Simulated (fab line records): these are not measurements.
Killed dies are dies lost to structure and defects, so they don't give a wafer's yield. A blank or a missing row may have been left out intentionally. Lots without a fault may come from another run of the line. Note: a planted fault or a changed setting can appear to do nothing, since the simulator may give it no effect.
fab line records    flow n5_finfet
record: lots: 11  wafers: 32  last_day: 18
route steps=1938 shown BEOL_M3@983 BEOL_M4@1111 PASSIVATION@1936
lots that met no fault: from a run of the same line without faults
start_h: hours from the record's first day to the start of the lot's first wafer shown    wait_h: time in hours since the lot's previous step    " repeats the value in the row above    L1.1+2: a single row standing in for several wafers    - no value present, or no start provided    * or withheld: withheld    < > ~ a bound
route shown NAME@n: names a module that has steps shown in the file, with the first one's number in the route    usual: mean and standard deviation over wafers with no fault    same: alike in all rows    chamber/n: place in a boat    sites: per-site readings    _std_site: their standard deviation    _edge_site: inner sites' mean taken away from outer sites' mean    radius_mm: how far each site lies from the wafer's centre    mask NAME#n: copy n    behind: tool/chamber where the wafer was last shaped    hold: the reason the lot was held/the length of the hold in hours/how it ended    device: whichever transistor did not switch (one of n, p or np)    end of line: the route-end tests of the same wafers    a step with no rows: only its recipe    killed: dies lost to structure and defects at the first sort, not the wafer's yield    map: dies across one wafer; x = killed, . = not, _ = none there
set.NAME: the run value of the setting; set.NAME@STEP: its run value at that earlier step    model.NAME: the simulator's own value behind a step, which no gauge read
route steps across a sampled set of lots; one table per step, one row per wafer
services: the hour from which a tool's chamber was out of use, counted from the record's first day as start_h (under 0 if before that day), plus the number of hours and why
== steps ==
step: N5_BEOL_M3_OCD_MEAS_38
usual: trench_depth_nm: 55.4/1.2
lot.wafer  tool    chamber  start_h  wait_h  trench_depth_nm
L572.1     ocd-02  -        151.26   -       52.9
L572.4     "       -        "        "       53.2
L572.6     "       -        "        "       55.5
L575.1     ocd-01  -        164.88   -       55.3
L575.2     "       -        "        "       55.1
L575.4     "       -        "        "       55.4
L578.2     ocd-01  -        182.47   -       57.7
L578.3     "       -        "        "       56.3
L578.4     "       -        "        "       57.9
L579.3     ocd-02  -        182.60   -       55.6
L579.4     "       -        "        "       55.3
L579.6     "       -        "        "       55.5
L581.2     ocd-01  -        203.48   -       55.3
L581.5     "       -        "        "       54.8
L581.6     "       -        "        "       55.0
L582.1     ocd-02  -        211.64   -       56.2
L582.3     "       -        "        "       55.9
L582.5     "       -        "        "       55.4
L585.1     ocd-02  -        227.43   -       56.1
L585.2     "       -        "        "       57.0
L585.5     "       -        "        "       55.8
L586.1     ocd-02  -        232.87   -       56.8
L586.5     "       -        "        "       56.5
L574.2     ocd-01  -        282.08   -       55.0
L574.3     "       -        "        "       56.3
L574.5     "       -        "        "       56.0
L593.1     ocd-01  -        292.83   -       56.1
L593.3     "       -        "        "       56.1
L593.6     "       -        "        "       56.8
L595.1     ocd-02  -        302.67   -       57.3
L595.3     "       -        "        "       54.8
L595.6     "       -        "        "       55.3
step: N5_BEOL_M3_CVD_47
recipe: material: Co  target_thk_a: 30  temp_c: withheld  precursor: CCTBA/H2  pressure_torr: 30  time_s: 223.8
usual: run_length_s: 247.0/0.62
lot.wafer  tool       chamber  start_h  wait_h  run_length_s
L572.1     cvd_co-02  1        153.01   0.1     246.2
L572.4     "          0        "        "       247.5
L572.6     "          2        "        "       247.6
L575.1     cvd_co-01  0        166.26   0.3     246.7
L575.2     "          1        "        "       247.0
L575.4     "          0        "        "       247.2
L578.2     cvd_co-02  1        184.82   0.1     246.0
L578.3     "          2        "        "       248.0
L578.4     "          0        "        "       247.7
L579.3     cvd_co-02  1        185.01   0.1     246.7
L579.4     "          0        "        "       247.6
L579.6     "          2        "        "       247.4
L581.2     cvd_co-02  1        204.19   0.0     246.0
L581.5     "          2        "        "       346.0
L581.6     "          1        "        "       246.5
L582.1     cvd_co-01  0        212.40   0.0     246.7
L582.3     "          0        "        "       246.9
L582.5     "          0        "        "       246.8
L585.1     cvd_co-02  0        228.10   0.0     345.8
L585.2     "          1        "        "       246.0
L585.5     "          1        "        "       344.9
L586.1     cvd_co-02  1        235.53   0.1     344.9
L586.5     "          1        "        "       345.0
L574.2     cvd_co-01  2        283.10   0.3     246.9
L574.3     "          1        "        "       247.2
L574.5     "          1        "        "       246.6
L593.1     cvd_co-02  2        294.03   0.0     248.1
L593.3     "          1        "        "       246.3
L593.6     "          0        "        "       247.2
L595.1     cvd_co-02  1        304.15   0.0     246.2
L595.3     "          0        "        "       247.4
L595.6     "          1        "        "       246.1
step: N5_BEOL_M3_SPUTTER_81
recipe: material: Cu  target_thk_a: 45  temp_c: -20  chamber_pressure_pa: 0.07  power_w: withheld  time_s: 8.29
usual: throttle_valve_pct: 29.5/1.2
lot.wafer  tool            chamber  start_h  wait_h  throttle_valve_pct
L572.1     pvd_sputter-02  -        153.67   0.1     31.5
L572.4     "               -        "        "       29.8
L572.6     "               -        "        "       29.7
L575.1     pvd_sputter-02  -        168.02   0.1     29.7
L575.2     "               -        "        "       29.6
L575.4     "               -        "        "       29.6
L578.2     pvd_sputter-01  -        185.47   0.1     28.5
L578.3     "               -        "        "       31.6
L578.4     "               -        "        "       29.3
L579.3     pvd_sputter-03  -        185.81   0.1     27.5
L579.4     "               -        "        "       30.8
L579.6     "               -        "        "       27.5
L581.2     pvd_sputter-02  -        205.23   0.1     31.2
L581.5     "               -        "        "       31.5
L581.6     "               -        "        "       30.0
L582.1     pvd_sputter-03  -        214.24   0.1     28.8
L582.3     "               -        "        "       30.8
L582.5     "               -        "        "       30.9
L585.1     pvd_sputter-03  -        228.71   0.1     28.9
L585.2     "               -        "        "       27.5
L585.5     "               -        "        "       30.8
L586.1     pvd_sputter-01  -        236.22   0.1     28.4
L586.5     "               -        "        "       29.4
L574.2     pvd_sputter-03  -        284.94   0.1     29.0
L574.3     "               -        "        "       28.1
L574.5     "               -        "        "       28.2
L593.1     pvd_sputter-03  -        294.79   0.1     27.6
L593.3     "               -        "        "       30.9
L593.6     "               -        "        "       28.3
L595.1     pvd_sputter-03  -        304.79   0.1     29.1
L595.3     "               -        "        "       27.3
L595.6     "               -        "        "       30.7
step: N5_BEOL_M3_ANNEAL_87
recipe: temp_c: 400  time_s: 240  ambient: vacuum
usual: heater_power_w: 800/64
lot.wafer  tool            chamber  start_h  wait_h  heater_power_w
L572.1     pvd_sputter-02  -        153.97   0.0     771
L572.4     "               -        "        "       848
L572.6     "               -        "        "       834
L575.1     pvd_sputter-02  -        168.32   0.0     830
L575.2     "               -        "        "       826
L575.4     "               -        "        "       751
L578.2     pvd_sputter-01  -        185.77   0.0     764
L578.3     "               -        "        "       815
L578.4     "               -        "        "       749
L579.3     pvd_sputter-03  -        186.11   0.0     681
L579.4     "               -        "        "       855
L579.6     "               -        "        "       673
L581.2     pvd_sputter-02  -        205.53   0.0     764
L581.5     "               -        "        "       769
L581.6     "               -        "        "       839
L582.1     pvd_sputter-03  -        214.54   0.0     884
L582.3     "               -        "        "       853
L582.5     "               -        "        "       858
L585.1     pvd_sputter-03  -        229.01   0.0     880
L585.2     "               -        "        "       661
L585.5     "               -        "        "       854
L586.1     pvd_sputter-01  -        236.52   0.0     734
L586.5     "               -        "        "       746
L574.2     pvd_sputter-03  -        285.24   0.0     885
L574.3     "               -        "        "       804
L574.5     "               -        "        "       793
L593.1     pvd_sputter-03  -        295.09   0.0     683
L593.3     "               -        "        "       858
L593.6     "               -        "        "       827
L595.1     pvd_sputter-03  -        305.09   0.0     866
L595.3     "               -        "        "       695
L595.6     "               -        "        "       834
step: N5_BEOL_M4_RC_MEAS_101
usual: DIBL_N: 36.1/1.6  DIBL_P: 35.7/1.8  IOFF_N: 0.159/0.027  IOFF_P: 0.21/0.03  ION_N: 673/10  ION_P: 462/7.4  SS_N: 71.4/0.56  SS_P: 73.2/0.61  VT_N: 249.7/3  VT_P: -250/3.1
lot.wafer  tool       chamber  start_h  wait_h  DIBL_N[mV/V]  DIBL_P[mV/V]  IOFF_N[nA/um]  IOFF_P[nA/um]  ION_N[uA/um]  ION_P[uA/um]  SS_N[mV/dec]  SS_P[mV/dec]  VT_N[mV]  VT_P[mV]
L572.1     prober-01  0        166.24   0.0     33.2          33.2          0.118          0.19           664           460           70.7          72.6          253.6     -248
L572.4     "          0        "        "       34.0          35.0          0.134          0.22           661           466           71.5          73.1          251.4     -249
L572.6     "          0        "        "       32.9          32.9          0.122          0.19           661           459           71.3          72.2          250.9     -250
L575.1     prober-02  0        183.10   0.0     33.5          30.8          0.133          0.20           683           480           70.9          72.1          249.5     -248
L575.2     "          0        "        "       35.2          33.0          0.156          0.23           686           476           70.7          72.6          249.5     -246
L575.4     "          0        "        "       37.1          34.6          0.187          0.26           677           471           72.3          73.4          245.7     -244
L578.2     prober-02  0        198.93   0.2     36.3          36.8          0.176          0.18           673           447           72.0          73.6          248.2     -254
L578.3     "          0        "        "       36.4          36.8          0.164          0.18           676           449           72.0          73.6          250.7     -252
L578.4     "          0        "        "       36.9          38.2          0.171          0.22           683           455           72.6          73.5          250.2     -252
L579.3     prober-01  0        199.57   0.6     38.1          35.7          0.166          0.20           666           453           71.7          73.3          248.8     -252
L579.4     "          0        "        "       35.9          33.7          0.131          0.18           671           460           71.0          72.3          252.3     -249
L579.6     "          0        "        "       37.8          36.1          0.174          0.21           684           466           72.0          73.2          247.9     -250
L581.2     prober-02  0        220.88   0.2     35.7          35.6          0.161          0.20           671           455           71.8          72.6          251.7     -250
L581.5     "          0        "        "       33.3          33.7          0.131          0.17           672           459           70.0          72.1          255.0     -253
L581.6     "          0        "        "       36.9          36.3          0.187          0.21           679           455           71.9          73.8          249.4     -249
L582.1     prober-02  0        227.29   0.0     37.7          36.6          0.169          0.22           674           460           71.1          73.6          249.1     -251
L582.3     "          0        "        "       37.4          37.4          0.162          0.24           676           470           71.4          72.9          249.4     -247
L582.5     "          0        "        "       36.4          35.7          0.149          0.21           675           462           71.5          73.1          248.8     -248
L585.1     prober-02  0        244.78   0.0     36.8          38.0          0.164          0.26           664           462           71.3          73.9          248.3     -246
L585.2     "          0        "        "       35.7          36.2          0.139          0.22           675           471           71.6          72.9          252.3     -250
L585.5     "          0        "        "       36.5          37.4          0.158          0.25           678           469           70.7          74.2          249.6     -245
L586.1     prober-02  0        252.43   0.0     35.3          35.3          0.144          0.19           664           458           70.8          73.9          253.9     -252
L586.5     "          0        "        "       34.6          35.1          0.140          0.19           662           454           71.1          74.0          250.2     -251
L574.2     prober-02  0        307.72   0.2     35.2          36.1          0.172          0.23           691           479           71.9          73.7          247.3     -247
L574.3     "          0        "        "       34.6          35.4          0.143          0.23           664           471           71.3          73.3          251.2     -246
L574.5     "          0        "        "       35.8          36.3          0.170          0.24           680           468           71.6          74.1          250.4     -246
L593.1     prober-01  0        309.25   0.0     37.1          36.8          0.195          0.23           678           461           71.9          72.9          247.2     -250
L593.3     "          0        "        "       35.3          34.9          0.147          0.19           672           457           71.5          72.3          251.9     -253
L593.6     "          0        "        "       36.2          36.0          0.178          0.22           677           463           72.2          72.4          249.4     -250
L595.1     prober-02  0        328.91   0.0     34.9          33.0          0.124          0.19           667           465           70.6          72.9          250.1     -249
L595.3     "          0        "        "       40.0          39.2          0.210          0.30           684           473           71.4          75.1          246.3     -246
L595.6     "          0        "        "       37.2          35.1          0.147          0.23           675           478           70.6          73.6          249.8     -248
step: N5_PASSIVATION_PROBE_49
usual: defect_limited_yield: 91.0/1.3  killed_at_M0_to_M3: 33/10  killed_at_M4_up: 14/5.6  killed_at_contacts: 12/5.8  killed_at_front_end: 43/11  killed_at_other: 4.1/2.8  killed_dies: 106/15  killed_open: 70/12  killed_short: 34/7.5  sort_bin_5_function: 5.3/0.88  sort_bin_6_memory: 3.3/0.64  sort_n_pass: 1074/15  sort_yield_pct: 91.0/1.3
same: gross_dies: 1180  killed_at_back_side: 0  sort_bin_4_leakage[%]: 0  sort_bin_8_speed[%]: 0
lot.wafer  tool       chamber  start_h  wait_h  defect_limited_yield[%]  killed_at_M0_to_M3  killed_at_M4_up  killed_at_contacts  killed_at_front_end  killed_at_other  killed_dies  killed_open  killed_short  sort_bin_5_function[%]  sort_bin_6_memory[%]  sort_n_pass  sort_yield_pct[%]
L572.1     prober-01  -        272.17   0.0     93.1                     15                  11               18                  30                   8                82           50           27            4.0                     2.6                   1098         93.1
L572.4     prober-01  -        272.32   0.2     91.4                     30                  21               10                  34                   6                101          68           29            5.1                     3.4                   1079         91.4
L572.6     prober-01  -        272.42   0.3     90.5                     31                  14               28                  32                   7                112          74           36            5.7                     3.2                   1068         90.5
L575.1     prober-01  -        292.20   0.0     92.4                     30                  17               9                   30                   4                90           67           23            4.5                     3.0                   1090         92.4
L575.2     prober-01  -        292.25   0.1     91.4                     36                  10               7                   43                   5                101          68           27            5.7                     2.5                   1079         91.4
L575.4     prober-01  -        292.35   0.2     88.8                     55                  13               17                  44                   3                132          77           52            6.1                     4.8                   1048         88.8
L578.2     prober-02  -        303.49   0.1     89.1                     22                  17               20                  63                   7                129          79           50            6.4                     4.1                   1051         89.1
L578.3     prober-02  -        303.54   0.1     89.2                     30                  11               17                  65                   4                127          94           29            6.7                     3.6                   1053         89.2
L578.4     prober-02  -        303.59   0.2     89.6                     33                  12               21                  49                   8                123          100          22            5.7                     4.6                   1057         89.6
L579.3     prober-01  -        317.59   0.1     89.7                     30                  13               13                  64                   1                121          89           25            5.9                     3.7                   1059         89.7
L579.4     prober-01  -        317.64   0.2     91.9                     17                  10               14                  52                   3                96           64           31            4.9                     3.0                   1084         91.9
L579.6     prober-01  -        317.74   0.3     90.8                     27                  12               24                  40                   5                108          77           28            6.0                     2.9                   1072         90.8
L581.2     prober-02  -        338.41   0.1     90.7                     26                  12               6                   54                   12               110          76           32            5.7                     3.2                   1070         90.7
L581.5     prober-02  -        338.56   0.2     91.9                     30                  7                9                   47                   2                95           56           38            4.7                     2.8                   1085         91.9
L581.6     prober-02  -        338.61   0.3     91.3                     37                  6                9                   50                   1                103          64           37            5.0                     3.6                   1077         91.3
L582.1     prober-02  -        341.31   0.0     89.2                     48                  12               12                  51                   4                127          88           38            6.7                     3.6                   1053         89.2
L582.3     prober-02  -        341.41   0.1     90.3                     35                  5                9                   65                   0                114          77           32            5.6                     3.8                   1066         90.3
L582.5     prober-02  -        341.51   0.2     91.0                     23                  9                11                  54                   9                106          68           38            5.8                     2.9                   1074         91.0
L585.1     prober-02  -        357.25   0.0     92.3                     31                  18               4                   36                   2                91           59           26            4.5                     3.1                   1089         92.3
L585.2     prober-02  -        357.30   0.1     90.7                     43                  18               5                   41                   3                110          73           34            5.3                     3.8                   1070         90.7
L585.5     prober-02  -        357.45   0.2     91.9                     35                  16               7                   33                   5                96           59           37            5.5                     2.2                   1084         91.9
L586.1     prober-01  -        364.86   0.0     92.8                     28                  11               17                  25                   4                85           55           29            4.3                     2.6                   1095         92.8
L586.5     prober-01  -        365.06   0.2     93.1                     25                  8                9                   26                   13               81           53           27            4.1                     2.4                   1099         93.1
L574.2     prober-01  -        408.11   0.1     91.4                     18                  15               12                  55                   1                101          58           41            5.3                     2.7                   1079         91.4
L574.3     prober-01  -        408.16   0.1     89.7                     23                  19               14                  62                   3                121          77           43            5.8                     3.9                   1059         89.7
L574.5     prober-01  -        408.26   0.2     90.8                     21                  18               10                  58                   1                108          65           42            5.4                     3.3                   1072         90.8
L593.1     prober-02  -        416.18   0.0     91.2                     22                  26               12                  35                   9                104          70           33            4.9                     3.6                   1076         91.2
L593.3     prober-02  -        416.28   0.1     89.5                     21                  26               20                  49                   8                124          82           42            6.6                     3.6                   1056         89.5
L593.6     prober-02  -        416.43   0.3     93.5                     31                  8                8                   25                   5                77           45           31            3.6                     2.5                   1103         93.5
L595.1     prober-01  -        426.49   0.0     88.4                     45                  12               14                  63                   3                137          84           45            6.4                     4.3                   1043         88.4
L595.3     prober-01  -        426.59   0.1     91.1                     25                  9                15                  56                   0                105          71           32            5.0                     3.6                   1075         91.1
L595.6     prober-01  -        426.74   0.3     89.2                     33                  15               11                  66                   2                127          98           27            6.6                     3.9                   1053         89.2
killed by level:class
L572.1 MOL_CONTACT_COAG:geometric_particle:open=14 BEOL_M2:geometric_particle:open=7 STI_FIN_REVEAL:geometric_particle:open=6 MIM_TOP:geometric_particle:short=5 FIN_SAQP:geometric_particle:open=4 STARTING-WAFER:geometric_particle:short=4 FIN_SAQP:geometric_particle:short=3 GATE_CUT:geometric_particle:open=3
L572.4 BEOL_M4:geometric_particle:open=13 MOL_CONTACT_COAG:geometric_particle:open=9 FIN_SAQP:geometric_particle:open=7 BEOL_M1:geometric_particle:open=7 BEOL_M2:geometric_particle:open=6 BEOL_M0_SAQP:geometric_particle:short=5 FIN_SAQP:geometric_particle:short=4 GATE_CUT:geometric_particle:short=4
L572.6 MOL_CONTACT_COAG:geometric_particle:open=23 FIN_SAQP:geometric_particle:short=8 BEOL_M1:geometric_particle:open=8 BEOL_M3:geometric_particle:open=8 BEOL_M4:geometric_particle:open=7 BEOL_M0_SAQP:geometric_particle:short=6 BEOL_M0_SAQP:geometric_particle:open=5 FIN_SAQP:geometric_particle:open=4
L575.1 BEOL_M3:geometric_particle:open=11 BEOL_M4:geometric_particle:open=10 BEOL_M2:geometric_particle:open=8 MOL_CONTACT_COAG:geometric_particle:open=8 DUMMY_GATE:geometric_particle:open=6 STI_FIN_REVEAL:geometric_particle:open=5 ILD0:geometric_particle:short=4 BEOL_M4:geometric_particle:short=4
L575.2 BEOL_M2:geometric_particle:open=10 BEOL_M3:geometric_particle:open=10 FIN_SAQP:geometric_particle:open=8 STI_FIN_REVEAL:geometric_particle:open=8 DUMMY_GATE:geometric_particle:open=5 BEOL_M4:geometric_particle:open=5 GATE_CUT:geometric_particle:short=4 MOL_CONTACT_COAG:geometric_particle:open=4
L575.4 FIN_SAQP:geometric_particle:short=12 BEOL_M0_SAQP:geometric_particle:short=11 MOL_CONTACT_COAG:geometric_particle:open=11 BEOL_M0_SAQP:geometric_particle:open=11 FIN_SAQP:geometric_particle:open=10 BEOL_M1:geometric_particle:open=7 BEOL_M3:geometric_particle:open=7 BEOL_M2:geometric_particle:open=6
L578.2 STI_FIN_REVEAL:geometric_particle:open=17 MOL_CONTACT_COAG:geometric_particle:open=17 FIN_SAQP:geometric_particle:open=9 BEOL_M2:geometric_particle:open=8 FIN_SAQP:geometric_particle:short=7 BEOL_M0_SAQP:geometric_particle:short=7 BEOL_M4:geometric_particle:open=7 DUMMY_GATE:geometric_particle:open=6
L578.3 STI_FIN_REVEAL:geometric_particle:open=26 MOL_CONTACT_COAG:geometric_particle:open=13 BEOL_M2:geometric_particle:open=8 BEOL_M4:geometric_particle:open=8 BEOL_M1:geometric_particle:open=7 FIN_SAQP:geometric_particle:open=6 FIN_SAQP:geometric_particle:short=5 STI_FIN_REVEAL:geometric_particle:short=4
L578.4 STI_FIN_REVEAL:geometric_particle:open=21 MOL_CONTACT_COAG:geometric_particle:open=18 BEOL_M2:geometric_particle:open=14 BEOL_M4:geometric_particle:open=7 BEOL_M1:geometric_particle:open=6 DUMMY_GATE:geometric_particle:open=5 STI_FIN_REVEAL:geometric_particle:short=4 BEOL_M0_SAQP:geometric_particle:open=4
L579.3 STI_FIN_REVEAL:geometric_particle:open=18 FIN_SAQP:geometric_particle:open=13 MOL_CONTACT_COAG:geometric_particle:open=10 BEOL_M2:geometric_particle:open=10 DUMMY_GATE:geometric_particle:open=7 BEOL_M0_SAQP:geometric_particle:short=7 STARTING-WAFER:geometric_particle:open=7 FIN_SAQP:geometric_particle:short=5
L579.4 STI_FIN_REVEAL:geometric_particle:open=15 FIN_SAQP:geometric_particle:open=12 MOL_CONTACT_COAG:geometric_particle:open=12 DUMMY_GATE:geometric_particle:open=8 BEOL_M0_SAQP:geometric_particle:short=8 FIN_SAQP:geometric_particle:short=6 BEOL_M0_SAQP:geometric_particle:open=3 BEOL_M4:geometric_particle:open=3
L579.6 MOL_CONTACT_COAG:geometric_particle:open=21 FIN_SAQP:geometric_particle:open=14 FIN_SAQP:geometric_particle:short=13 BEOL_M1:geometric_particle:open=13 BEOL_M4:geometric_particle:open=6 BEOL_M2:geometric_particle:open=5 DUMMY_GATE:geometric_particle:open=3 MOL_CONTACT_COAG:geometric_particle:short=3
L581.2 STI_FIN_REVEAL:geometric_particle:open=11 FIN_SAQP:geometric_particle:open=9 BEOL_M3:geometric_particle:open=9 BEOL_M2:geometric_particle:open=6 MOL_CONTACT_COAG:geometric_particle:open=6 DUMMY_GATE:geometric_particle:open=5 BEOL_M0_SAQP:geometric_particle:short=5 BEOL_M0_SAQP:geometric_particle:open=4
L581.5 STI_FIN_REVEAL:geometric_particle:open=9 GATE_CUT:geometric_particle:short=7 BEOL_M1:geometric_particle:open=7 DUMMY_GATE:geometric_particle:open=6 FIN_SAQP:geometric_particle:short=5 FIN_SAQP:geometric_particle:open=5 MOL_CONTACT_COAG:geometric_particle:short=5 BEOL_M0_SAQP:geometric_particle:open=5
L581.6 BEOL_M1:geometric_particle:open=12 MOL_CONTACT_COAG:geometric_particle:open=7 STI_FIN_REVEAL:geometric_particle:open=6 BEOL_M0_SAQP:geometric_particle:open=6 FIN_SAQP:geometric_particle:open=5 GATE_CUT:geometric_particle:short=5 BEOL_M3:geometric_particle:open=5 BEOL_M0_SAQP:geometric_particle:short=4
L582.1 BEOL_M2:geometric_particle:open=17 STI_FIN_REVEAL:geometric_particle:open=10 FIN_SAQP:geometric_particle:short=9 DUMMY_GATE:geometric_particle:open=9 MOL_CONTACT_COAG:geometric_particle:open=9 BEOL_M2:geometric_particle:short=7 BEOL_M4:geometric_particle:open=7 FIN_SAQP:geometric_particle:open=6
L582.3 FIN_SAQP:geometric_particle:open=13 STI_FIN_REVEAL:geometric_particle:open=13 BEOL_M3:geometric_particle:open=12 FIN_SAQP:geometric_particle:short=10 MOL_CONTACT_COAG:geometric_particle:open=7 DUMMY_GATE:geometric_particle:open=6 BEOL_M0_SAQP:geometric_particle:open=6 BEOL_M0_SAQP:geometric_particle:short=6
L582.5 FIN_SAQP:geometric_particle:short=14 FIN_SAQP:geometric_particle:open=11 MOL_CONTACT_COAG:geometric_particle:open=9 DUMMY_GATE:geometric_particle:open=8 BEOL_M3:geometric_particle:open=7 PASS1_CAP:geometric_particle:open=6 STI_FIN_REVEAL:geometric_particle:open=6 STARTING-WAFER:geometric_particle:short=4
L585.1 BEOL_M4:geometric_particle:open=11 STI_FIN_REVEAL:geometric_particle:open=8 BEOL_M0_SAQP:geometric_particle:short=8 BEOL_M0_SAQP:geometric_particle:open=6 BEOL_M2:geometric_particle:open=5 FIN_SAQP:geometric_particle:short=4 MOL_CONTACT_COAG:geometric_particle:open=4 BEOL_M3:geometric_particle:open=4
L585.2 BEOL_M4:geometric_particle:open=12 BEOL_M3:geometric_particle:open=11 STI_FIN_REVEAL:geometric_particle:open=10 FIN_SAQP:geometric_particle:short=9 BEOL_M0_SAQP:geometric_particle:short=7 BEOL_M0_SAQP:geometric_particle:open=7 BEOL_M1:geometric_particle:open=7 MOL_CONTACT_COAG:geometric_particle:open=5
L585.5 BEOL_M4:geometric_particle:open=12 BEOL_M0_SAQP:geometric_particle:short=11 STI_FIN_REVEAL:geometric_particle:open=10 BEOL_M0_SAQP:geometric_particle:open=10 MOL_CONTACT_COAG:geometric_particle:open=5 STI_FIN_REVEAL:geometric_particle:short=4 BEOL_M2:geometric_particle:open=4 STARTING-WAFER:geometric_particle:short=4
L586.1 MOL_CONTACT_COAG:geometric_particle:open=14 BEOL_M0_SAQP:geometric_particle:short=9 FIN_SAQP:geometric_particle:open=7 FIN_SAQP:geometric_particle:short=6 BEOL_M1:geometric_particle:open=6 BEOL_M4:geometric_particle:open=6 BEOL_M0_SAQP:geometric_particle:open=5 MOL_CONTACT_COAG:geometric_particle:short=3
L586.5 MOL_CONTACT_COAG:geometric_particle:open=9 BEOL_M0_SAQP:geometric_particle:short=8 FIN_SAQP:geometric_particle:short=7 FIN_SAQP:geometric_particle:open=6 STI_FIN_REVEAL:geometric_particle:open=6 BEOL_M1:geometric_particle:open=5 BEOL_M2:geometric_particle:open=5 PASS1_DEP:geometric_particle:open=5
L574.2 FIN_SAQP:geometric_particle:open=14 FIN_SAQP:geometric_particle:short=13 MOL_CONTACT_COAG:geometric_particle:open=7 GATE_CUT:geometric_particle:open=6 STARTING-WAFER:geometric_particle:short=5 BEOL_M0_SAQP:geometric_particle:short=5 STI_FIN_REVEAL:geometric_particle:open=4 MOL_CONTACT_COAG:geometric_particle:short=4
L574.3 STI_FIN_REVEAL:geometric_particle:open=12 FIN_SAQP:geometric_particle:open=10 MOL_CONTACT_COAG:geometric_particle:open=10 FIN_SAQP:geometric_particle:short=7 DUMMY_GATE:geometric_particle:open=7 GATE_CUT:geometric_particle:short=6 BEOL_M2:geometric_particle:open=6 BEOL_M5:geometric_particle:open=5
L574.5 FIN_SAQP:geometric_particle:short=12 MOL_CONTACT_COAG:geometric_particle:open=8 STARTING-WAFER:geometric_particle:open=8 FIN_SAQP:geometric_particle:open=7 DUMMY_GATE:geometric_particle:open=7 BEOL_M3:geometric_particle:open=6 BEOL_M0_SAQP:geometric_particle:short=5 BEOL_M4:geometric_particle:open=5
L593.1 BEOL_M4:geometric_particle:open=12 MOL_CONTACT_COAG:geometric_particle:open=10 BEOL_M0_SAQP:geometric_particle:open=7 BEOL_M2:geometric_particle:open=7 FIN_SAQP:geometric_particle:short=6 FIN_SAQP:geometric_particle:open=6 STI_FIN_REVEAL:geometric_particle:open=5 BEOL_M4:geometric_particle:short=5
L593.3 MOL_CONTACT_COAG:geometric_particle:open=18 FIN_SAQP:geometric_particle:open=11 STI_FIN_REVEAL:geometric_particle:open=11 FIN_SAQP:geometric_particle:short=8 BEOL_M4:geometric_particle:open=8 BEOL_M2:geometric_particle:open=7 GATE_CUT:geometric_particle:short=6 DUMMY_GATE:geometric_particle:open=5
L593.6 BEOL_M0_SAQP:geometric_particle:open=11 BEOL_M0_SAQP:geometric_particle:short=9 MOL_CONTACT_COAG:geometric_particle:open=6 FIN_SAQP:geometric_particle:short=4 STI_FIN_REVEAL:geometric_particle:short=4 BEOL_M3:geometric_particle:open=4 STI_FIN_REVEAL:geometric_particle:open=3 DUMMY_GATE:geometric_particle:open=3
L595.1 FIN_SAQP:geometric_particle:open=14 FIN_SAQP:geometric_particle:short=12 BEOL_M3:geometric_particle:open=12 STI_FIN_REVEAL:geometric_particle:open=12 BEOL_M0_SAQP:geometric_particle:open=9 MOL_CONTACT_COAG:geometric_particle:open=9 GATE_CUT:geometric_particle:open=7 BEOL_M0_SAQP:geometric_particle:short=6
L595.3 STI_FIN_REVEAL:geometric_particle:open=13 MOL_CONTACT_COAG:geometric_particle:open=11 FIN_SAQP:geometric_particle:open=10 GATE_CUT:geometric_particle:short=8 DUMMY_GATE:geometric_particle:open=7 BEOL_M3:geometric_particle:open=6 FIN_SAQP:geometric_particle:short=4 MOL_CONTACT_COAG:geometric_particle:short=4
L595.6 STI_FIN_REVEAL:geometric_particle:open=20 FIN_SAQP:geometric_particle:open=19 MOL_CONTACT_COAG:geometric_particle:open=10 BEOL_M3:geometric_particle:open=10 BEOL_M1:geometric_particle:open=8 GATE_CUT:geometric_particle:short=7 BEOL_M5:geometric_particle:open=6 BEOL_M4:geometric_particle:open=5
== services ==
tool            chamber  start_h  hours  kind
pvd_sputter-01  -        136.42   1.1    repair
pvd_sputter-03  -        159.89   2.5    repair
cvd_co-01       1        209.51   7.7    repair
cvd_co-01       -        228.38   6.9    pm
cvd_co-01       -        253.77   3.2    repair
cvd_co-02       -        259.45   4.3    pm
cvd_co-01       0        275.61   34.9   repair
pvd_sputter-02  -        302.85   7.1    repair
== key ==
first_sign: step: N5_BEOL_M3_CVD_47  reading: run_length_s  direction: up  sigmas: 99+  usual: *  struck: *
effect none on later readings
met_at N5_BEOL_M3_CVD_47
struck_lots L581,L585,L586
struck_wafers L581.5,L585.1,L585.5,L586.1,L586.5
not_acting_at N5_BEOL_M3_OCD_MEAS_38,N5_BEOL_M3_SPUTTER_81,N5_BEOL_M3_ANNEAL_87
onset_between 185.01 204.19
fault: kind: process_parameter_drift  tool: cvd_co-02  chamber: -  onset_h: 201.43  steps: N5_BEOL_M3_CVD_47  channel: time_s  offset: *  shape: step  end_h: 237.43  scope: struck_wafers_only  acts_in: *  stated: *
